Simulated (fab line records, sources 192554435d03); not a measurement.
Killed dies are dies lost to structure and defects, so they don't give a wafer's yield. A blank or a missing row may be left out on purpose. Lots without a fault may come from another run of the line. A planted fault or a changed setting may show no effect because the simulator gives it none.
Chamber matching | flow n5_finfet | N5_FIN_CUT_CUT_ETCH_15 on rie_si-01: 4 sister chambers
The step etches Si in HBr/Cl2/O2, target depth 100 nm, bt time 10 s, time 42.4 s. 4 wafers are shown with their chamber, then 10 later ones without.

WAFERS WITH THEIR CHAMBER
wafer  | chamber | drypump_motor_current_A (A)
L084.2 | 1       | 5.2
L087.1 | 2       | 5.7
L088.1 | 3       | 5.7
L088.2 | 0       | 5.0

WAFERS WITHOUT THEIR CHAMBER
wafer  | drypump_motor_current_A (A)
L088.3 | 5.8
L095.3 | 5.7
L095.5 | 5.7
L095.6 | 5.2
L096.2 | 5.8
L096.3 | 5.0
L096.5 | 5.7
L097.2 | 5.8
L097.4 | 5.8
L097.5 | 5.2

WHICH CHAMBER EACH WENT THROUGH
wafer  | from the rows above     | in truth
L088.3 | can't be placed: 2 or 3 | 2
L095.3 | can't be placed: 2 or 3 | 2
L095.5 | can't be placed: 2 or 3 | 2
L095.6 | 1                       | 1
L096.2 | can't be placed: 2 or 3 | 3
L096.3 | 0                       | 0
L096.5 | can't be placed: 2 or 3 | 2
L097.2 | can't be placed: 2 or 3 | 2
L097.4 | can't be placed: 2 or 3 | 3
L097.5 | 1                       | 1
Placed correctly: 3 of 10. Can't be placed from these rows: 7 (the true chamber is among the candidates in 7). Placed wrongly: 0.
How it was worked out, from the rows above alone: a wafer's distance from a chamber is the root of the sum, over the readings, of the square of ((its reading less the chamber's mean) divided by the reading's scatter). The wafer belongs to the nearest chamber; if the next one is less than 2 further off, it can't be placed. A chamber's mean is the mean of its shown wafers. The scatter: with one shown wafer a chamber, the root of the mean of the squares of how far each hidden wafer lies from its nearest shown one.
